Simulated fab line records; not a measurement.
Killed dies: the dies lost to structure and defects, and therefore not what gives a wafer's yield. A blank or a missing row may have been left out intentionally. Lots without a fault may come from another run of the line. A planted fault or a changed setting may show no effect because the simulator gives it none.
fab line records | flow n5Finfet
[record] lots = 11 | wafers = 32 | lastDay = 16
route steps=1938 shown BEOL_M2@908 BEOL_M4@1111 PASSIVATION@1936
lots that met no fault: from a run of the same line without faults
startH: hours from the record's first day to the start of the lot's first wafer shown | waitH: how many hours have passed since the lot's step before this one | " as in the row above | L1.1+2: a single row standing in for several wafers | - no value, or no start was given | * or withheld: withheld | < > ~ a bound
route shown NAME@n: names a module that has steps shown in the file, with the first one's number in the route | usual: mean and standard deviation over wafers with no fault | same: alike in all rows | chamber/n: place in a boat | sites: each site's reading | _std_site: their standard deviation | _edge_site: outer sites' mean less inner sites' | radiusMm: how far each site lies from the wafer's centre | mask NAME#n: copy n | behind: tool/chamber where the wafer was last shaped | hold: the reason the lot was held/the length of the hold in hours/how it ended | device: names the non-switching transistor (n, p or np) | end of line: at the end of the route, the tests of the same wafers | where a step has no rows: the recipe by itself | killed: the dies lost at the first sort to structure and to defects; this is not the yield of the wafer | map: a wafer's dies, marking killed ones x, the rest . and places with no die _
set.NAME: the setting that was run; set.NAME@STEP: the one run at that earlier step | model.NAME: the simulator's own value behind a step, which no gauge read
route steps across a sampled set of lots; one table per step, one row per wafer
services: when a tool's chamber went out of use (startH, in hours from the record's first day, below 0 if earlier), for how many hours, and the reason
[[steps]]
[step N5_BEOL_M2_SPUTTER_81]
[recipe] material = Cu | targetThkA = 45 | tempC = -20 | chamberPressurePa = 0.07 | powerW = withheld | timeS = 8.29
[usual] throttleValvePct = 30.4/1.3
lot.wafer | tool          | chamber | startH | waitH | throttleValvePct
L684.1    | pvdSputter-02 | -       | 153.14 | 0.1   | 30.7
L684.3    | "             | -       | "      | "     | 30.4
L684.4    | "             | -       | "      | "     | 29.1
L687.2    | pvdSputter-02 | -       | 169.57 | 0.1   | 30.1
L687.4    | "             | -       | "      | "     | 31.1
L687.5    | "             | -       | "      | "     | 30.9
L689.2    | pvdSputter-02 | -       | 182.63 | 0.1   | 30.9
L689.4    | "             | -       | "      | "     | 30.7
L689.5    | "             | -       | "      | "     | 29.2
L691.1    | pvdSputter-02 | -       | 200.22 | 0.1   | 30.7
L691.3    | "             | -       | "      | "     | 28.9
L691.5    | "             | -       | "      | "     | 29.1
L694.5    | pvdSputter-03 | -       | 209.44 | 0.0   | 31.5
L694.6    | "             | -       | "      | "     | 28.9
L695.1    | pvdSputter-02 | -       | 224.53 | 0.1   | 29.1
L695.3    | "             | -       | "      | "     | 30.3
L695.4    | "             | -       | "      | "     | 31.0
L696.2    | pvdSputter-02 | -       | 226.41 | 0.1   | 30.7
L696.3    | "             | -       | "      | "     | 30.3
L696.5    | "             | -       | "      | "     | 30.6
L698.1    | pvdSputter-01 | -       | 236.26 | 0.1   | 31.8
L698.5    | "             | -       | "      | "     | 29.9
L698.6    | "             | -       | "      | "     | 31.8
L697.1    | pvdSputter-02 | -       | 247.62 | 0.1   | 29.0
L697.4    | "             | -       | "      | "     | 30.9
L697.5    | "             | -       | "      | "     | 31.2
L700.3    | pvdSputter-01 | -       | 247.79 | 0.1   | 31.3
L700.4    | "             | -       | "      | "     | 30.1
L700.6    | "             | -       | "      | "     | 32.1
L699.1    | pvdSputter-03 | -       | 251.55 | 0.1   | 28.6
L699.3    | "             | -       | "      | "     | 28.7
L699.5    | "             | -       | "      | "     | 32.2
[step N5_BEOL_M2_ANNEAL_95]
[recipe] tempC = 400 | timeS = 240 | ambient = vacuum
[usual] heaterPowerW = 827/110
lot.wafer | tool          | chamber | startH | waitH | heaterPowerW
L684.1    | pvdSputter-02 | -       | 154.32 | 0.0   | 714
L684.3    | "             | -       | "      | "     | 1093
L684.4    | "             | -       | "      | "     | 775
L687.2    | pvdSputter-02 | -       | 170.75 | 0.0   | 786
L687.4    | "             | -       | "      | "     | 742
L687.5    | "             | -       | "      | "     | 734
L689.2    | pvdSputter-02 | -       | 183.81 | 0.0   | 722
L689.4    | "             | -       | "      | "     | 1043
L689.5    | "             | -       | "      | "     | 756
L691.1    | pvdSputter-02 | -       | 201.40 | 0.0   | 724
L691.3    | "             | -       | "      | "     | 774
L691.5    | "             | -       | "      | "     | 754
L694.5    | pvdSputter-03 | -       | 210.65 | 0.1   | 712
L694.6    | "             | -       | "      | "     | 947
L695.1    | pvdSputter-02 | -       | 225.71 | 0.0   | 747
L695.3    | "             | -       | "      | "     | 784
L695.4    | "             | -       | "      | "     | 1099
L696.2    | pvdSputter-02 | -       | 227.59 | 0.0   | 718
L696.3    | "             | -       | "      | "     | 776
L696.5    | "             | -       | "      | "     | 1083
L698.1    | pvdSputter-01 | -       | 237.44 | 0.0   | 815
L698.5    | "             | -       | "      | "     | 818
L698.6    | "             | -       | "      | "     | 805
L697.1    | pvdSputter-02 | -       | 248.80 | 0.0   | 716
L697.4    | "             | -       | "      | "     | 1071
L697.5    | "             | -       | "      | "     | 733
L700.3    | pvdSputter-01 | -       | 248.97 | 0.0   | 929
L700.4    | "             | -       | "      | "     | 819
L700.6    | "             | -       | "      | "     | 808
L699.1    | pvdSputter-03 | -       | 252.73 | 0.0   | 761
L699.3    | "             | -       | "      | "     | 949
L699.5    | "             | -       | "      | "     | 868
[step N5_BEOL_M2_PRE_CLEAN_60]
[recipe] gas = NH3/H2 | timeS = 15 | tempC = * | rfPowerW = 300
[usual] heaterPowerOuterW = 28/13 | heaterPowerW = 103/27
lot.wafer | tool     | chamber | startH | waitH | heaterPowerOuterW | heaterPowerW
L684.1    | cvdCo-01 | 2       | 155.74 | 0.0   | 18                | 78
L684.3    | "        | 1       | "      | "     | 40                | 139
L684.4    | "        | 2       | "      | "     | 18                | 83
L687.2    | cvdCo-01 | 1       | 178.01 | 0.0   | 41                | 138
L687.4    | "        | 0       | "      | "     | 18                | 77
L687.5    | "        | 2       | "      | "     | 18                | 80
L689.2    | cvdCo-02 | 1       | 188.03 | 0.0   | 34                | 104
L689.4    | "        | 1       | "      | "     | 33                | 105
L689.5    | "        | 0       | "      | "     | 11                | 81
L691.1    | cvdCo-01 | 0       | 202.39 | 0.0   | 19                | 76
L691.3    | "        | 1       | "      | "     | 41                | 145
L691.5    | "        | 1       | "      | "     | 40                | 141
L694.5    | cvdCo-02 | 1       | 211.57 | 0.1   | 35                | 104
L694.6    | "        | 2       | "      | "     | 51                | 137
L695.1    | cvdCo-02 | 2       | 226.67 | 0.0   | 50                | 134
L695.3    | "        | 1       | "      | "     | 34                | 102
L695.4    | "        | 0       | "      | "     | 11                | 83
L696.2    | cvdCo-02 | 1       | 228.55 | 0.0   | 34                | 103
L696.3    | "        | 0       | "      | "     | 11                | 83
L696.5    | "        | 1       | "      | "     | 35                | 105
L698.1    | cvdCo-02 | 2       | 238.60 | 0.2   | 51                | 137
L698.5    | "        | 1       | "      | "     | 34                | 104
L698.6    | "        | 2       | "      | "     | 52                | 136
L697.1    | cvdCo-01 | 1       | 249.79 | 0.0   | 42                | 140
L697.4    | "        | 1       | "      | "     | 40                | 145
L697.5    | "        | 0       | "      | "     | 19                | 75
L700.3    | cvdCo-01 | 1       | 250.04 | 0.0   | 40                | 141
L700.4    | "        | 1       | "      | "     | 40                | 143
L700.6    | "        | 0       | "      | "     | 19                | 78
L699.1    | cvdCo-02 | 1       | 253.85 | 0.0   | 33                | 102
L699.3    | "        | 2       | "      | "     | 50                | 138
L699.5    | "        | 2       | "      | "     | 51                | 136
[step N5_BEOL_M2_DEP_57]
[recipe] material = SiCN | targetThkA = 80 | tempC = withheld | precursor = 3MS/NH3 | pressureTorr = 3 | rfW = 202 | timeS = 14
[usual] chamberPressureTorr = 3.000/0.0077 | rfFwdPowerW = 198.7/0.87 | showerheadPlenumPTorr = 3.661/0.012 | throttleValvePct = 9.1/0.69
lot.wafer | tool     | chamber | startH | waitH | chamberPressureTorr | rfFwdPowerW | showerheadPlenumPTorr | throttleValvePct
L684.1    | pecvd-01 | 0       | 155.89 | 0.0   | 3.015               | 198.2       | 3.664                 | 8.8
L684.3    | "        | 1       | "      | "     | 2.996               | 199.2       | 3.648                 | 10.7
L684.4    | "        | 2       | "      | "     | 3.002               | 197.0       | 3.676                 | 9.2
L687.2    | pecvd-03 | 0       | 178.17 | 0.0   | 2.993               | 198.4       | 3.648                 | 9.6
L687.4    | "        | 0       | "      | "     | 2.995               | 198.4       | 3.648                 | 9.5
L687.5    | "        | 1       | "      | "     | 2.991               | 199.6       | 3.663                 | 8.8
L689.2    | pecvd-01 | 1       | 188.19 | 0.0   | 3.001               | 198.7       | 3.646                 | 10.8
L689.4    | "        | 0       | "      | "     | 3.004               | 198.5       | 3.649                 | 8.8
L689.5    | "        | 2       | "      | "     | 3.008               | 198.2       | 3.693                 | 9.3
L691.1    | pecvd-04 | 2       | 202.54 | 0.0   | 2.993               | 198.3       | 3.659                 | 8.4
L691.3    | "        | 0       | "      | "     | 2.994               | 198.9       | 3.658                 | 9.5
L691.5    | "        | 0       | "      | "     | 3.000               | 198.8       | 3.657                 | 9.5
L694.5    | pecvd-04 | 0       | 211.72 | 0.0   | 2.998               | 198.0       | 3.660                 | 9.7
L694.6    | "        | 2       | "      | "     | 3.006               | 199.9       | 3.658                 | 8.5
L695.1    | pecvd-03 | 1       | 226.83 | 0.0   | 2.994               | 199.5       | 3.657                 | 8.9
L695.3    | "        | 2       | "      | "     | 3.008               | 198.7       | 3.671                 | 8.6
L695.4    | "        | 2       | "      | "     | 3.003               | 198.2       | 3.676                 | 8.3
L696.2    | pecvd-03 | 2       | 228.71 | 0.0   | 3.002               | 199.0       | 3.671                 | 8.6
L696.3    | "        | 0       | "      | "     | 3.000               | 198.5       | 3.650                 | 9.5
L696.5    | "        | 1       | "      | "     | 3.012               | 200.0       | 3.661                 | 9.1
L698.1    | pecvd-04 | 1       | 238.77 | 0.0   | 2.997               | 199.9       | 3.667                 | 9.1
L698.5    | "        | 2       | "      | "     | 3.004               | 199.7       | 3.653                 | 8.3
L698.6    | "        | 1       | "      | "     | 3.001               | 198.8       | 3.656                 | 9.0
L697.1    | pecvd-03 | 1       | 249.95 | 0.0   | -                   | -           | -                     | -
L697.4    | "        | 0       | "      | "     | -                   | -           | -                     | -
L697.5    | "        | 2       | "      | "     | -                   | -           | -                     | -
L700.3    | pecvd-01 | 1       | 250.19 | 0.0   | -                   | -           | -                     | -
L700.4    | "        | 2       | "      | "     | -                   | -           | -                     | -
L700.6    | "        | 1       | "      | "     | -                   | -           | -                     | -
L699.1    | pecvd-04 | 0       | 254.01 | 0.0   | 3.008               | 198.6       | 3.669                 | 9.7
L699.3    | "        | 1       | "      | "     | 2.993               | 199.5       | 3.658                 | 9.0
L699.5    | "        | 2       | "      | "     | 3.002               | 198.9       | 3.653                 | 8.6
[step N5_BEOL_M4_RC_MEAS_101]
[usual] DIBL_N = 35.7/1.5 | DIBL_P = 35.7/2 | IOFF_N = 0.155/0.026 | IOFF_P = 0.20/0.031 | ION_N = 675/11 | ION_P = 462/7.1 | SS_N = 71.3/0.57 | SS_P = 73.1/0.56 | VT_N = 250/3 | VT_P = -251/3
lot.wafer | tool      | chamber | startH | waitH | DIBL_N[mV/V] | DIBL_P[mV/V] | IOFF_N[nA/um] | IOFF_P[nA/um] | ION_N[uA/um] | ION_P[uA/um] | SS_N[mV/dec] | SS_P[mV/dec] | VT_N[mV] | VT_P[mV]
L684.1    | prober-01 | 0       | 185.28 | 0.0   | 37.9         | 38.4         | 0.208         | 0.24          | 696          | 472          | 72.1         | 73.4         | 245      | -247
L684.3    | "         | 0       | "      | "     | 37.5         | 37.2         | 0.182         | 0.23          | 671          | 461          | 71.8         | 73.3         | 247      | -248
L684.4    | "         | 0       | "      | "     | 35.9         | 36.3         | 0.166         | 0.22          | 688          | 474          | 70.9         | 73.4         | 247      | -249
L687.2    | prober-02 | 0       | 199.05 | 0.2   | 36.1         | 34.7         | 0.165         | 0.21          | 674          | 460          | 72.0         | 72.9         | 248      | -251
L687.4    | "         | 0       | "      | "     | 37.1         | 34.5         | 0.181         | 0.20          | 694          | 468          | 72.9         | 73.0         | 248      | -252
L687.5    | "         | 0       | "      | "     | 35.4         | 32.9         | 0.140         | 0.18          | 678          | 464          | 71.3         | 72.6         | 251      | -252
L689.2    | prober-01 | 0       | 216.71 | 0.2   | 36.2         | 37.5         | 0.178         | 0.24          | 685          | 470          | 71.6         | 72.9         | 246      | -247
L689.4    | "         | 0       | "      | "     | 37.4         | 38.2         | 0.200         | 0.24          | 684          | 469          | 71.5         | 73.6         | 245      | -246
L689.5    | "         | 0       | "      | "     | 35.3         | 36.8         | 0.169         | 0.22          | 686          | 475          | 70.8         | 72.9         | 247      | -250
L691.1    | prober-01 | 0       | 225.57 | 0.7   | 36.5         | 35.5         | 0.148         | 0.22          | 666          | 462          | 71.8         | 73.4         | 252      | -249
L691.3    | "         | 0       | "      | "     | 35.9         | 34.9         | 0.127         | 0.20          | 666          | 464          | 71.2         | 73.2         | 252      | -250
L691.5    | "         | 0       | "      | "     | 37.2         | 35.3         | 0.156         | 0.22          | 662          | 453          | 71.4         | 73.3         | 254      | -246
L694.5    | prober-02 | 0       | 234.34 | 0.6   | 34.3         | 32.8         | 0.128         | 0.16          | 664          | 452          | 70.4         | 73.3         | 251      | -253
L694.6    | "         | 0       | "      | "     | 36.0         | 35.0         | 0.170         | 0.20          | 689          | 464          | 71.7         | 73.6         | 246      | -251
L695.1    | prober-01 | 0       | 252.89 | 0.0   | 35.4         | 35.9         | 0.176         | 0.23          | 693          | 478          | 71.7         | 73.7         | 246      | -247
L695.3    | "         | 0       | "      | "     | 34.8         | 35.0         | 0.153         | 0.21          | 682          | 471          | 70.9         | 73.1         | 249      | -248
L695.4    | "         | 0       | "      | "     | 34.9         | 34.9         | 0.155         | 0.21          | 678          | 470          | 70.7         | 73.3         | 248      | -250
L696.2    | prober-02 | 0       | 255.97 | 0.2   | 40.4         | 41.2         | 0.250         | 0.28          | 700          | 466          | 72.0         | 74.0         | 243      | -248
L696.3    | "         | 0       | "      | "     | 35.7         | 35.2         | 0.151         | 0.19          | 672          | 460          | 70.9         | 72.9         | 250      | -254
L696.5    | "         | 0       | "      | "     | 37.5         | 37.8         | 0.180         | 0.21          | 685          | 466          | 71.6         | 73.3         | 250      | -252
L698.1    | prober-02 | 0       | 260.39 | 0.0   | 37.2         | 36.8         | 0.162         | 0.21          | 670          | 459          | 71.5         | 73.0         | 253      | -248
L698.5    | "         | 0       | "      | "     | 37.9         | 38.4         | 0.173         | 0.23          | 679          | 462          | 71.5         | 73.5         | 250      | -249
L698.6    | "         | 0       | "      | "     | 36.4         | 36.6         | 0.152         | 0.21          | 672          | 456          | 72.0         | 72.5         | 251      | -250
L699.1    | prober-01 | 0       | 277.73 | 0.0   | 36.7         | 36.3         | 0.157         | 0.21          | 682          | 472          | 72.4         | 72.9         | 248      | -248
L699.3    | "         | 0       | "      | "     | 37.4         | 37.0         | 0.171         | 0.23          | 683          | 469          | 72.5         | 73.6         | 248      | -247
L699.5    | "         | 0       | "      | "     | 37.1         | 36.7         | 0.169         | 0.23          | 677          | 467          | 71.9         | 73.5         | 246      | -247
[step N5_PASSIVATION_PROBE_49]
[usual] defectLimitedYield = 91.4/1.5 | killed_at_M0_to_M3 = 34/10 | killed_at_M4_up = 15/6 | killedAtContacts = 12/6 | killedAtFrontEnd = 37/11 | killedAtOther = 3.3/2.8 | killedDies = 101/18 | killedOnRim = 14/4.4 | killedOpen = 66/14 | killedShort = 33/7.8 | sort_bin_5_function = 5.0/0.97 | sort_bin_6_memory = 3.2/0.72 | sortNPass = 1079/18 | sortYieldPct = 91.4/1.5
[same] grossDies = 1180 | killedAtBackSide = 0 | sort_bin_4_leakage[%] = 0 | sort_bin_8_speed[%] = 0
lot.wafer | tool      | chamber | startH | waitH | defectLimitedYield[%] | killed_at_M0_to_M3 | killed_at_M4_up | killedAtContacts | killedAtFrontEnd | killedAtOther | killedDies | killedOnRim | killedOpen | killedShort | sort_bin_5_function[%] | sort_bin_6_memory[%] | sortNPass | sortYieldPct[%]
L697.1    | prober-02 | -       | 386.45 | 0.0   | 0                     | 1095               | 34              | 6                | 40               | 5             | 1180       | 152         | 84         | 54          | 94.7                   | 4.7                  | 0         | 0
L697.4    | prober-02 | -       | 386.60 | 0.2   | 0                     | 1122               | 20              | 4                | 31               | 3             | 1180       | 152         | 66         | 37          | 96.2                   | 3.5                  | 0         | 0
L697.5    | prober-02 | -       | 386.65 | 0.2   | 0                     | 1119               | 21              | 6                | 34               | 0             | 1180       | 152         | 74         | 33          | 95.7                   | 3.7                  | 0         | 0
L700.3    | prober-02 | -       | 387.74 | 0.1   | 0                     | 1123               | 12              | 7                | 37               | 1             | 1180       | 152         | 45         | 29          | 97.5                   | 2.4                  | 0         | 0
L700.4    | prober-02 | -       | 387.79 | 0.2   | 0                     | 1110               | 20              | 16               | 29               | 5             | 1180       | 152         | 61         | 31          | 96.9                   | 3.1                  | 0         | 0
L700.6    | prober-02 | -       | 387.89 | 0.3   | 0                     | 1087               | 17              | 20               | 55               | 1             | 1180       | 152         | 76         | 33          | 96.4                   | 3.5                  | 0         | 0
// killed by level:class
L697.1 BEOL_M2:areaDep=1038 BEOL_M0_SAQP:geometricParticle:short=16 BEOL_M2:geometricParticle:open=14 BEOL_M4:geometricParticle:open=14 BEOL_M0_SAQP:geometricParticle:open=12 FIN_SAQP:geometricParticle:short=9 FIN_SAQP:geometricParticle:open=6 BEOL_M3:geometricParticle:open=6
L697.4 BEOL_M2:areaDep=1075 BEOL_M2:geometricParticle:open=19 BEOL_M0_SAQP:geometricParticle:short=12 BEOL_M0_SAQP:geometricParticle:open=7 BEOL_M5:geometricParticle:open=7 FIN_SAQP:geometricParticle:short=6 DUMMY_GATE:geometricParticle:open=5 GATE_CUT:geometricParticle:open=4
L697.5 BEOL_M2:areaDep=1073 BEOL_M0_SAQP:geometricParticle:open=12 BEOL_M0_SAQP:geometricParticle:short=11 BEOL_M2:geometricParticle:open=11 DUMMY_GATE:geometricParticle:open=9 FIN_SAQP:geometricParticle:short=7 FIN_SAQP:geometricParticle:open=7 BEOL_M4:geometricParticle:open=7
L700.3 BEOL_M2:areaDep=1106 STI_FIN_REVEAL:geometricParticle:open=9 STI_FIN_REVEAL:geometricParticle:short=6 BEOL_M4:geometricParticle:open=6 BEOL_M1:geometricParticle:open=5 MOL_CONTACT_COAG:geometricParticle:open=5 GATE_CUT:geometricParticle:short=4 BEOL_M2:geometricParticle:short=4
L700.4 BEOL_M2:areaDep=1086 MOL_CONTACT_COAG:geometricParticle:open=13 STI_FIN_REVEAL:geometricParticle:open=11 BEOL_M4:geometricParticle:open=8 BEOL_M0_SAQP:geometricParticle:open=6 BEOL_M3:geometricParticle:open=6 GATE_CUT:geometricParticle:short=5 BEOL_M2:geometricParticle:open=4
L700.6 BEOL_M2:areaDep=1066 STI_FIN_REVEAL:geometricParticle:open=21 MOL_CONTACT_COAG:geometricParticle:open=15 BEOL_M2:geometricParticle:open=7 BEOL_M1:geometricParticle:open=6 STI_FIN_REVEAL:geometricParticle:short=5 GATE_CUT:geometricParticle:short=5 MOL_CONTACT_COAG:geometricParticle:short=5
[[services]]
tool          | chamber | startH | hours | kind
pecvd-03      | -       | 142.42 | 14.6  | pm
pvdSputter-03 | -       | 144.93 | 4.2   | repair
pecvd-04      | 2       | 165.21 | 5.5   | scheduledDown
pecvd-01      | 2       | 168.25 | 2.1   | scheduledDown
pecvd-04      | 1       | 178.00 | 2.1   | scheduledDown
pvdSputter-03 | -       | 178.36 | 1.0   | repair
pecvd-04      | 2       | 180.13 | 2.1   | scheduledDown
cvdCo-02      | -       | 195.30 | 6.0   | pm
pecvd-03      | 2       | 209.24 | 13.2  | repair
pecvd-04      | 0       | 214.44 | 25.6  | repair
cvdCo-02      | -       | 215.45 | 1.5   | repair
cvdCo-02      | 1       | 240.53 | 10.1  | repair
pecvd-04      | 2       | 242.61 | 6.9   | repair
[[key]]
[firstSign] step = N5_BEOL_M2_DEP_57 | reading = toolRecord | direction = missing
[effect] step = N5_PASSIVATION_PROBE_49 | reading = killed_at_M0_to_M3 | direction = up | sigmas = 99+ | usual = 34 | struck = 1109
[moreKillsBornAt] N5_BEOL_M2_DEP_57@pecvd-01 = 3258 | N5_BEOL_M2_DEP_57@pecvd-03 = 3186
metAt N5_BEOL_M2_DEP_57
struckLots L697,L700
laterRowsLeftOut L697.1,L697.4,L697.5,L700.3,L700.4,L700.6
notActingAt N5_BEOL_M2_SPUTTER_81,N5_BEOL_M2_ANNEAL_95,N5_BEOL_M2_PRE_CLEAN_60
onsetBetween 228.71 249.95
[fault] kind = skippedStepWhole | tool = pecvd-01,pecvd-03 | chamber = - | onsetH = 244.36 | steps = N5_BEOL_M2_DEP_57 | scope = struckLotsOnly
// laterRowsLeftOut: the simulator's readings of these wafers behind a module that went badly wrong aren't trusted and aren't shown, but for the sort
